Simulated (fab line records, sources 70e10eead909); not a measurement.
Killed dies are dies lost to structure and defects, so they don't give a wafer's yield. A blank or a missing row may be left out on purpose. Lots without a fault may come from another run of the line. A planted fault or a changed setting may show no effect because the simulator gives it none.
Chamber matching | flow nand_harc | NHARC_A_BLC_ETCH_16 on rie_diel-02: 4 sister chambers
The step etches the open film in CF4, target depth 39 nm, time 65 s. 7 wafers are shown with their chamber, then 7 later ones without.

WAFERS WITH THEIR CHAMBER
wafer  | chamber | drypump_motor_current_A (A) | oes_product_au (a.u.)
L415.5 | 1       | 5.2                         | 0.982
L417.6 | 0       | 5.7                         | 1.008
L420.2 | 3       | 6.3                         | 0.991
L420.3 | 2       | 5.8                         | 0.995
L420.4 | 1       | 5.2                         | 0.995
L428.2 | 3       | 6.3                         | 0.987
L428.4 | 2       | 5.7                         | 0.999

WAFERS WITHOUT THEIR CHAMBER
wafer  | drypump_motor_current_A (A) | oes_product_au (a.u.)
L428.5 | 5.7                         | 0.996
L432.1 | 6.3                         | 0.989
L432.2 | 5.7                         | 1.001
L432.3 | 5.2                         | 0.999
L431.1 | 5.2                         | 1.001
L431.3 | 6.3                         | 0.988
L431.4 | 5.7                         | 0.996

WHICH CHAMBER EACH WENT THROUGH
wafer  | from the rows above     | in truth
L428.5 | can't be placed: 2 or 0 | 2
L432.1 | 3                       | 3
L432.2 | can't be placed: 0 or 2 | 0
L432.3 | 1                       | 1
L431.1 | 1                       | 1
L431.3 | 3                       | 3
L431.4 | can't be placed: 2 or 0 | 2
Placed correctly: 4 of 7. Can't be placed from these rows: 3 (the true chamber is among the candidates in 3). Placed wrongly: 0.
How it was worked out, from the rows above alone: a wafer's distance from a chamber is the root of the sum, over the readings, of the square of ((its reading less the chamber's mean) divided by the reading's scatter). The wafer belongs to the nearest chamber; if the next one is less than 2 further off, it can't be placed. A chamber's mean is the mean of its shown wafers. The scatter: the root of (the sum of the squares of (reading less its chamber's mean) over the shown wafers, divided by (wafers less chambers)).
